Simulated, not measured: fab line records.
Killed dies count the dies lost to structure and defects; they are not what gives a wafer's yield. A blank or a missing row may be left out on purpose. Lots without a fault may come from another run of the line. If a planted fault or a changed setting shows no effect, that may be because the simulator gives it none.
Which tool did it? :: flow n5 finfet :: Sampling: 11 lots, 30 wafers, 2 of 1938 route steps

== WHAT THE GAUGES SHOWED, per wafer ==
N5_BEOL_M4_RC_MEAS_101.
lot: L821
measured: day 8 01:23
on: prober-02
DIBL_N (mV/V): 35.0 31.5 34.7
DIBL_P (mV/V): 35.2 31.6 35.5
IOFF_N (nA/um): 0.15 0.10 0.14
IOFF_P (nA/um): 0.16 0.12 0.16
ION_N (uA/um): 683 661 668
ION_P (uA/um): 458 449 456
SS_N (mV/dec): 72.3 70.8 71.4
SS_P (mV/dec): 72.4 71.6 72.9
VT_N (mV): 252 259 252
VT_P (mV): -255 -261 -256

lot: L823
measured: day 8 21:08
on: prober-02
DIBL_N (mV/V): 34.4 36.4
DIBL_P (mV/V): 32.6 34.7
IOFF_N (nA/um): 0.13 0.14
IOFF_P (nA/um): 0.18 0.20
ION_N (uA/um): 668 657
ION_P (uA/um): 460 455
SS_N (mV/dec): 70.8 71.3
SS_P (mV/dec): 73.0 73.0
VT_N (mV): 253 256
VT_P (mV): -249 -248

lot: L830
measured: day 10 05:46
on: prober-01
DIBL_N (mV/V): 36.5 36.0 36.5
DIBL_P (mV/V): 35.0 36.1 35.3
IOFF_N (nA/um): 0.15 0.15 0.16
IOFF_P (nA/um): 0.19 0.20 0.19
ION_N (uA/um): 648 683 658
ION_P (uA/um): 445 468 447
SS_N (mV/dec): 72.1 71.6 71.5
SS_P (mV/dec): 73.2 72.8 73.2
VT_N (mV): 252 249 249
VT_P (mV): -253 -253 -251

lot: L832
measured: day 10 15:28
on: prober-01
DIBL_N (mV/V): 37.1 40.2 37.7
DIBL_P (mV/V): 36.9 39.4 37.0
IOFF_N (nA/um): 0.19 0.22 0.19
IOFF_P (nA/um): 0.23 0.28 0.22
ION_N (uA/um): 683 673 681
ION_P (uA/um): 465 464 464
SS_N (mV/dec): 71.3 71.7 71.9
SS_P (mV/dec): 74.6 74.8 74.1
VT_N (mV): 246 246 247
VT_P (mV): -250 -246 -247

lot: L833
measured: day 11 06:26
on: prober-01
DIBL_N (mV/V): 37.0 33.4 35.2
DIBL_P (mV/V): 37.4 31.9 34.6
IOFF_N (nA/um): 0.19 0.10 0.15
IOFF_P (nA/um): 0.23 0.16 0.19
ION_N (uA/um): 686 642 674
ION_P (uA/um): 465 451 461
SS_N (mV/dec): 71.6 70.7 70.6
SS_P (mV/dec): 73.4 71.4 73.1
VT_N (mV): 245 256 249
VT_P (mV): -247 -256 -252

lot: L835
measured: day 11 07:03
on: prober-01
DIBL_N (mV/V): 35.7 38.1 35.8
DIBL_P (mV/V): 35.6 37.6 35.8
IOFF_N (nA/um): 0.18 0.21 0.17
IOFF_P (nA/um): 0.18 0.20 0.18
ION_N (uA/um): 687 684 689
ION_P (uA/um): 467 460 460
SS_N (mV/dec): 71.5 72.3 71.5
SS_P (mV/dec): 73.8 73.6 73.9
VT_N (mV): 246 246 246
VT_P (mV): -254 -252 -252

lot: L836
measured: day 11 23:18
on: prober-02
DIBL_N (mV/V): 37.0 29.9 36.2
DIBL_P (mV/V): 35.8 26.3 34.4
IOFF_N (nA/um): 0.16 0.08 0.14
IOFF_P (nA/um): 0.21 0.11 0.19
ION_N (uA/um): 688 658 670
ION_P (uA/um): 469 453 457
SS_N (mV/dec): 72.1 68.8 71.8
SS_P (mV/dec): 74.6 71.2 73.5
VT_N (mV): 249 255 251
VT_P (mV): -250 -257 -250

lot: L837
measured: day 12 02:20
on: prober-02
DIBL_N (mV/V): 35.5 37.0
DIBL_P (mV/V): 37.5 38.7
IOFF_N (nA/um): 0.16 0.18
IOFF_P (nA/um): 0.23 0.23
ION_N (uA/um): 687 684
ION_P (uA/um): 473 469
SS_N (mV/dec): 71.1 71.7
SS_P (mV/dec): 72.7 73.9
VT_N (mV): 245 246
VT_P (mV): -248 -248

lot: L838
measured: day 12 17:22
on: prober-02
DIBL_N (mV/V): 31.0 36.8
DIBL_P (mV/V): 30.6 37.6
IOFF_N (nA/um): 0.10 0.19
IOFF_P (nA/um): 0.15 0.26
ION_N (uA/um): 662 685
ION_P (uA/um): 456 464
SS_N (mV/dec): 69.6 71.5
SS_P (mV/dec): 72.0 73.7
VT_N (mV): 257 245
VT_P (mV): -254 -248

lot: L841
measured: day 12 22:08
on: prober-01
DIBL_N (mV/V): 33.6 33.4 35.7
DIBL_P (mV/V): 33.4 34.0 36.4
IOFF_N (nA/um): 0.13 0.12 0.15
IOFF_P (nA/um): 0.21 0.21 0.25
ION_N (uA/um): 656 667 667
ION_P (uA/um): 457 469 461
SS_N (mV/dec): 71.0 70.7 72.1
SS_P (mV/dec): 73.3 72.3 74.2
VT_N (mV): 249 253 248
VT_P (mV): -245 -245 -247

lot: L842
measured: day 13 07:47
on: prober-02
DIBL_N (mV/V): 38.9 36.5 37.4
DIBL_P (mV/V): 38.7 34.8 36.9
IOFF_N (nA/um): 0.20 0.15 0.17
IOFF_P (nA/um): 0.23 0.17 0.20
ION_N (uA/um): 689 670 668
ION_P (uA/um): 460 447 459
SS_N (mV/dec): 71.7 71.3 72.0
SS_P (mV/dec): 74.6 73.3 73.7
VT_N (mV): 243 250 247
VT_P (mV): -252 -254 -252

N5_BEOL_M15_RS_MEAS_54: uses a four-point probe to measure.
lot: L821
measured: day 11 18:20
on: film metro-01
M15_RS (ohm/sq): 0.0221 0.0218 0.0218

lot: L823
measured: day 12 08:44
on: film metro-02
M15_RS (ohm/sq): 0.0223 0.0217

lot: L830
measured: day 13 13:44
on: film metro-02
M15_RS (ohm/sq): 0.0216 0.0223 0.0223

lot: L832
measured: day 13 21:28
on: film metro-01
M15_RS (ohm/sq): 0.0215 0.0216 0.0222

lot: L833
measured: day 14 20:40
on: film metro-01
M15_RS (ohm/sq): 0.0221 0.0219 0.0208

lot: L835
measured: day 14 19:33
on: film metro-01
M15_RS (ohm/sq): 0.0221 0.0222 0.0220

lot: L836
measured: day 15 12:19
on: film metro-02
M15_RS (ohm/sq): 0.0222 0.0221 0.0221

lot: L837
measured: day 15 13:02
on: film metro-02
M15_RS (ohm/sq): 0.0212 0.0222

lot: L838
measured: day 16 03:35
on: film metro-01
M15_RS (ohm/sq): 0.0217 0.0223

lot: L841
measured: day 16 10:23
on: film metro-02
M15_RS (ohm/sq): 0.0214 0.0216 0.0223

lot: L842
measured: day 16 20:25
on: film metro-02
M15_RS (ohm/sq): 0.0215 0.0213 0.0221

== TOOL THAT RAN EACH LOT (tool first, then ch and the chambers of the sampled wafers, then the start) ==
The record holds no process step before these readings.

== WHAT THE TOOLS THEMSELVES READ (means of the sampled wafers that have a number; where no wafer has one, the mark that the record gives instead) ==
The record holds no such reading with a usual standard deviation.

== THE ANSWER, worked out from the rows above alone ==
Rule: what is usual is taken from the lots themselves. The widest of any qualifying gaps counts: lots, ordered by their means at a reading, are off when they make up no more than a third of the lots, leave a main group of 4 or more, and stand apart from it by 3 or more times the standard deviation of that group's means. The tables above print the reading to a certain number of digits; a main group whose means all agree to those digits is not used. A lot without any number at a reading at which 4 lots or more have one is off too. All remaining lots with rows at the step are treated as sound. First the gauges in route order, then the tools' own readings, where a lot's mean is used as printed above. At the first step where some lot is off, the reading lying furthest off is the one used; lots without a number count as furthest.
No lot is off on any of the readings shown, so nothing can be concluded from this.

== WHAT HAD BEEN PUT IN BY THE SIMULATOR ==
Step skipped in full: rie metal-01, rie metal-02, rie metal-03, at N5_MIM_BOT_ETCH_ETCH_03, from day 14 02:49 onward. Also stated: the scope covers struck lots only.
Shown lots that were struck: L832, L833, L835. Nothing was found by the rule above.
